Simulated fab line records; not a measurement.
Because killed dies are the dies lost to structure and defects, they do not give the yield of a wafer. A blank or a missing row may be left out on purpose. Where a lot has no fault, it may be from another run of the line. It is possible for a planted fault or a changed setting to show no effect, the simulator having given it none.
A sampling plan put to the test / flow n5_finfet / one fab line, 9 faults that these records tell of, each judged on the records of the lots that it struck
The plan consists of the line's own looks: route steps at which the wafer is read by a gauge or an inspection but not changed. A look can be judged if struck wafers have a number there and the file gives its usual mean and standard deviation on fault-free wafers. Caught: the struck wafers' mean, at a look after the fault's first step, is 4 or more of those standard deviations (sigma) away from the usual mean. On the tool: the test repeated on the tool's own readings taken at the fault's steps. If the struck wafers alone have a blank record, or they carry another recipe, that too counts as caught.

THE FAULTS, as the simulator had put them in
1. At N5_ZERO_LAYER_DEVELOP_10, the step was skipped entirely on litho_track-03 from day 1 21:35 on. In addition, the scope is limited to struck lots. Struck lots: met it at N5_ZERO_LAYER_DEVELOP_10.
2. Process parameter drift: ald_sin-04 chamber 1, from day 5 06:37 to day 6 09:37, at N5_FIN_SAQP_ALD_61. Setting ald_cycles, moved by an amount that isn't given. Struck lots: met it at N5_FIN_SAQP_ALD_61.
3. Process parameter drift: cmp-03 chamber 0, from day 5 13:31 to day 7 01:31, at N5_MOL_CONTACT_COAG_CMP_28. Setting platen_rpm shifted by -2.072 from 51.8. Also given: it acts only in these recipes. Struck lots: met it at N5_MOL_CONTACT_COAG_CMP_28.
4. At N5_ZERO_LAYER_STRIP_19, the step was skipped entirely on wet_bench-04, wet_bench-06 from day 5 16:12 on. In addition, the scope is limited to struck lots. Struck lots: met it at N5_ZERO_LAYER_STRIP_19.
5. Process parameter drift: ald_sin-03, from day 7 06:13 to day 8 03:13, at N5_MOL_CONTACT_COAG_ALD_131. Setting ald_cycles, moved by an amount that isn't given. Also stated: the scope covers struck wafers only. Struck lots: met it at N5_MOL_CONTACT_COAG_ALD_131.
6. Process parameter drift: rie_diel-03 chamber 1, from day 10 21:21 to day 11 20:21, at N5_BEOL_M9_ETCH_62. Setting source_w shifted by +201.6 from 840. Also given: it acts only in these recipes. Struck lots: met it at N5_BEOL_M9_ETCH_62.
7. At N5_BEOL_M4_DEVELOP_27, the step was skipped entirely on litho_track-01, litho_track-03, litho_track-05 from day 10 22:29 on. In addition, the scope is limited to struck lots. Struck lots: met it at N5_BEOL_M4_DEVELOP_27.
8. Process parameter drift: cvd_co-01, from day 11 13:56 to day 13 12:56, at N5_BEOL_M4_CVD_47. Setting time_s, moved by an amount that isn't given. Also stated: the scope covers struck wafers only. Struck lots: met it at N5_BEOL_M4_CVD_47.
9. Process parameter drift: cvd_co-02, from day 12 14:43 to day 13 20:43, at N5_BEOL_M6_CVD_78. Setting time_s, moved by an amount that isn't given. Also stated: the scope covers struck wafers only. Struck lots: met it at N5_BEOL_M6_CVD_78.

WHAT THE PLAN SAW
fault=1; on the tool itself=the tool's record is blank for the struck wafers; first look that catches it=no look after it can be judged; reading, sigma=-; median hours from its first step to that look=-; hours from the fault's start to the first struck lot there=-; judged looks passed uncaught=0
fault=2; on the tool itself=under 2 sigma; first look that catches it=not the one look that can be judged after it; reading, sigma=-; median hours from its first step to that look=-; hours from the fault's start to the first struck lot there=-; judged looks passed uncaught=1
fault=3; on the tool itself=platen_rpm -53 sigma; first look that catches it=not the one look that can be judged after it; reading, sigma=-; median hours from its first step to that look=-; hours from the fault's start to the first struck lot there=-; judged looks passed uncaught=1
fault=4; on the tool itself=the tool's record is blank for the struck wafers; first look that catches it=none of the 4 looks that can be judged after it; reading, sigma=-; median hours from its first step to that look=-; hours from the fault's start to the first struck lot there=-; judged looks passed uncaught=4
fault=5; on the tool itself=under 2 sigma; first look that catches it=not the one look that can be judged after it; reading, sigma=-; median hours from its first step to that look=-; hours from the fault's start to the first struck lot there=-; judged looks passed uncaught=1
fault=6; on the tool itself=rf_fwd_power_W +77 sigma; first look that catches it=no look after it can be judged; reading, sigma=-; median hours from its first step to that look=-; hours from the fault's start to the first struck lot there=-; judged looks passed uncaught=0
fault=7; on the tool itself=the tool's record is blank for the struck wafers; first look that catches it=no look after it can be judged; reading, sigma=-; median hours from its first step to that look=-; hours from the fault's start to the first struck lot there=-; judged looks passed uncaught=0
fault=8; on the tool itself=run_length_s +99 or beyond sigma; first look that catches it=not the one look that can be judged after it; reading, sigma=-; median hours from its first step to that look=-; hours from the fault's start to the first struck lot there=-; judged looks passed uncaught=1
fault=9; on the tool itself=run_length_s -5.0 sigma; first look that catches it=no look after it can be judged; reading, sigma=-; median hours from its first step to that look=-; hours from the fault's start to the first struck lot there=-; judged looks passed uncaught=0
A dash: this means the fault isn't caught or the number doesn't appear in these records.

Caught at a look: 0 of 9. Caught on the tool: 7 of 9. By one or the other: 7 of 9.
Faults caught by the tool alone: 1, 3, 4, 6, 7, 8, 9.
Caught by neither: faults 2, 5.
